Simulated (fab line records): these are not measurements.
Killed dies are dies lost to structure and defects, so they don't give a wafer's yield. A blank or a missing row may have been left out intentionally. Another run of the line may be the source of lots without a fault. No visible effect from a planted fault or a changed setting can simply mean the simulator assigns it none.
The tool behind it: which one?	flow nandHarc	42 wafers from 14 lots sampled at 4 of the route's 1302 steps

== WHAT THE GAUGES SHOWED, per wafer ==
The record lacks any reading of a measuring or inspecting step that a usual standard deviation could be used to judge.

== EACH LOT AND THE TOOL THAT RAN IT (in order: tool; ch and the chambers of the sampled wafers; start) ==
lot	NHARC_A_SLIT_ETCH_24	NHARC_A_WL_FILL_ETCHBACK_04	NHARC_A_WL_FILL_ALD_10	NHARC_A_WL_FILL_ETCHBACK_17
L667	rieDiel-10 ch 0,1,2, day 20 20:32	rieMetal-01 ch 0,1, day 21 10:54	aldHk-04 ch 2,3, day 21 22:23	rieMetal-01 ch 1, day 22 06:23
L666	rieDiel-03 ch 0,2,3, day 20 20:53	rieMetal-02 ch 0,1, day 21 10:56	aldHk-01 ch 0,1,2, day 21 22:25	rieMetal-03 ch 0,1, day 22 03:14
L668	rieDiel-04 ch 1,2, day 21 18:55	rieMetal-02 ch 0,1, day 22 09:14	aldHk-04 ch 2,3, day 22 17:27	rieMetal-03 ch 0,1, day 23 01:23
L669	rieDiel-04 ch 0,2,3, day 22 14:19	rieMetal-02 ch 0,1, day 23 04:34	aldHk-01 ch 1,3, day 23 12:13	rieMetal-01 ch 0,1, day 23 16:33
L670	rieDiel-03 ch 0,1, day 23 07:16	rieMetal-02 ch 1, day 23 21:31	aldHk-02 ch 2,3, day 24 03:26	rieMetal-01 ch 1, day 24 08:14
L673	rieDiel-03 ch 1,2,3, day 24 13:32	rieMetal-03 ch 0,1, day 25 03:52	aldHk-01 ch 1,2,3, day 25 09:31	rieMetal-02 ch 0,1, day 25 14:25
L674	rieDiel-04 ch 0,1,2, day 24 13:42	rieMetal-02 ch 0,1, day 25 03:44	aldHk-04 ch 0,2,3, day 25 10:02	rieMetal-03 ch 0,1, day 25 14:21
L672	rieDiel-04 ch 0,2, day 24 17:15	rieMetal-03 ch 1, day 25 07:32	aldHk-01 ch 1,2,3, day 25 12:47	rieMetal-02 ch 0, day 25 17:37
L676	rieDiel-03 ch 2,3, day 24 17:28	rieMetal-02 ch 0,1, day 25 07:42	aldHk-02 ch 0,1, day 25 13:17	rieMetal-03 ch 0,1, day 25 17:36
L677	rieDiel-03 ch 0,1,3, day 25 12:13	rieMetal-03 ch 0,1, day 26 04:04	aldHk-01 ch 1,3, day 26 09:41	rieMetal-02 ch 0,1, day 26 14:34
L678	rieDiel-03 ch 0,1, day 25 13:11	rieMetal-01 ch 0,1, day 26 08:02	aldHk-02 ch 0,3, day 26 13:16	rieMetal-01 ch 0,1, day 26 18:10
L680	rieDiel-04 ch 0,3, day 27 00:13	rieMetal-03 ch 0,1, day 27 14:26	aldHk-04 ch 0,3, day 27 20:11	rieMetal-03 ch 0,1, day 28 01:01
L683	rieDiel-10 ch 1,2, day 27 23:10	rieMetal-01 ch 0,1, day 28 13:58	aldHk-01 ch 0,1,2, day 28 22:33	rieMetal-03 ch 0,1, day 29 02:20
L685	rieDiel-03 ch 1,2,3, day 28 09:02	rieMetal-02 ch 0,1, day 29 01:35	aldHk-04 ch 0,1,3, day 29 08:34	rieMetal-02 ch 0,1, day 29 13:28
- NHARC_A_SLIT_ETCH_24: etches the open film in CF4/CHF3, target depth 121 nm, time 60.5 s.
- NHARC_A_WL_FILL_ETCHBACK_04: etches the open film in NF3, target depth 60 nm, time 120 s.
- NHARC_A_WL_FILL_ALD_10: deposits SiO2, target thk 50 nm, pulse time 10 s, ald cycles 500.
- NHARC_A_WL_FILL_ETCHBACK_17: etches the open film in Cl2/BCl3, target depth 4 nm, time 26.7 s.

== WHAT THE TOOLS THEMSELVES READ (means of the sampled wafers that have a number; where no wafer has one, the mark that the record gives instead) ==
NHARC_A_SLIT_ETCH_24.
lot	tool	drypumpMotorCurrentA (A)	oesProductAu (a.u.)	rfVppV (V)	showerheadPlenumPTorr (Torr)	throttleValvePct (%)
L667	rieDiel-10	5.6	0.960	372.0	1.63	16.800
L666	rieDiel-03	5.8	0.975	370.2	1.56	16.805
L668	rieDiel-04	5.7	0.966	372.1	1.62	16.813
L669	rieDiel-04	5.9	0.952	371.1	1.59	16.804
L670	rieDiel-03	5.7	0.976	370.5	1.60	16.812
L673	rieDiel-03	5.6	0.930	369.0	1.52	16.801
L674	rieDiel-04	5.8	0.919	371.3	1.60	16.802
L672	rieDiel-04	5.9	0.956	370.0	1.57	16.802
L676	rieDiel-03	5.6	0.960	369.9	1.54	16.806
L677	rieDiel-03	5.5	0.974	370.0	1.58	16.799
L678	rieDiel-03	5.7	0.978	371.3	1.60	16.812
L680	rieDiel-04	6.1	0.968	371.6	1.59	16.798
L683	rieDiel-10	5.7	0.981	373.8	1.66	16.806
L685	rieDiel-03	5.6	0.969	369.1	1.52	16.804

NHARC_A_WL_FILL_ETCHBACK_04.
lot	tool	drypumpMotorCurrentA (A)	oesProductAu (a.u.)	runLengthS (s)
L667	rieMetal-01	5.90	0.993	141.1
L666	rieMetal-02	5.77	1.004	141.6
L668	rieMetal-02	5.74	1.011	141.6
L669	rieMetal-02	5.74	1.007	141.8
L670	rieMetal-02	5.80	0.996	140.9
L673	rieMetal-03	5.61	0.982	141.4
L674	rieMetal-02	5.74	1.014	141.8
L672	rieMetal-03	5.64	0.998	141.2
L676	rieMetal-02	5.76	1.007	140.9
L677	rieMetal-03	5.62	0.997	141.1
L678	rieMetal-01	5.94	0.999	141.0
L680	rieMetal-03	5.60	0.990	141.5
L683	rieMetal-01	5.91	0.993	141.2
L685	rieMetal-02	5.75	1.018	141.5

NHARC_A_WL_FILL_ALD_10.
lot	tool	heaterPowerW (W)	precursorPulseHeightRel
L667	aldHk-04	482	0.992
L666	aldHk-01	416	1.009
L668	aldHk-04	471	1.004
L669	aldHk-01	412	0.988
L670	aldHk-02	497	0.992
L673	aldHk-01	396	1.003
L674	aldHk-04	482	0.983
L672	aldHk-01	402	0.998
L676	aldHk-02	506	0.988
L677	aldHk-01	427	1.011
L678	aldHk-02	425	1.002
L680	aldHk-04	493	0.989
L683	aldHk-01	414	1.009
L685	aldHk-04	481	0.986

NHARC_A_WL_FILL_ETCHBACK_17.
lot	tool	drypumpMotorCurrentA (A)	oesProductAu (a.u.)	runLengthS (s)
L667	rieMetal-01	5.98	1.002	47.8
L666	rieMetal-03	5.62	1.001	47.9
L668	rieMetal-03	5.63	0.986	48.2
L669	rieMetal-01	5.90	0.984	47.8
L670	rieMetal-01	5.96	0.998	47.7
L673	rieMetal-02	5.79	1.009	47.7
L674	rieMetal-03	5.61	0.993	48.2
L672	rieMetal-02	5.70	1.010	48.9
L676	rieMetal-03	5.62	1.002	48.0
L677	rieMetal-02	5.77	1.007	47.8
L678	rieMetal-01	5.95	0.997	48.1
L680	rieMetal-03	5.62	0.995	39.4
L683	rieMetal-03	5.62	0.990	39.7
L685	rieMetal-02	5.74	1.013	48.3

== THE ANSWER, worked out from the rows above alone ==
Rule: the usual values come from the lots themselves. Put in order of their means at a reading, lots are off if they are a third of the lots or fewer, leave a main group of 4 or more, and stand apart from it by a gap of 3 or more times the standard deviation of the main group's means; of several such gaps the widest counts. If all means in a main group match to the digits the tables above print for the reading, that group is not used. Also off: a lot with no number at a reading for which 4 or more lots have one. All remaining lots with rows at the step are treated as sound. First the gauges in route order, then the tools' own readings, where a lot's mean is used as printed above. At the first step where some lot is off, the reading lying furthest off is the one used; lots without a number count as furthest.
Off: L680, L683 (NHARC_A_WL_FILL_ETCHBACK_17, runLengthS). The main group has a mean of 48.0 s with a standard deviation of 0.33.
A tool fits if, at that step or a process step before it, it ran every lot that is off, and no sound lot after the first of them. One fits: NHARC_A_WL_FILL_ETCHBACK_17 on rieMetal-03. Its last sound lot is L676 (day 25 17:36), its first lot that is off L680 (day 28 01:01): a fault that began between those two fits.
The tool's own readings at NHARC_A_WL_FILL_ETCHBACK_17 bear it out: on the lots that are off they differ by more than 5 times the standard deviation of the sound lots' means. runLengthS reads 39.5 s there against 48.0 s on the sound lots.

== WHAT THE SIMULATOR PUT IN ==
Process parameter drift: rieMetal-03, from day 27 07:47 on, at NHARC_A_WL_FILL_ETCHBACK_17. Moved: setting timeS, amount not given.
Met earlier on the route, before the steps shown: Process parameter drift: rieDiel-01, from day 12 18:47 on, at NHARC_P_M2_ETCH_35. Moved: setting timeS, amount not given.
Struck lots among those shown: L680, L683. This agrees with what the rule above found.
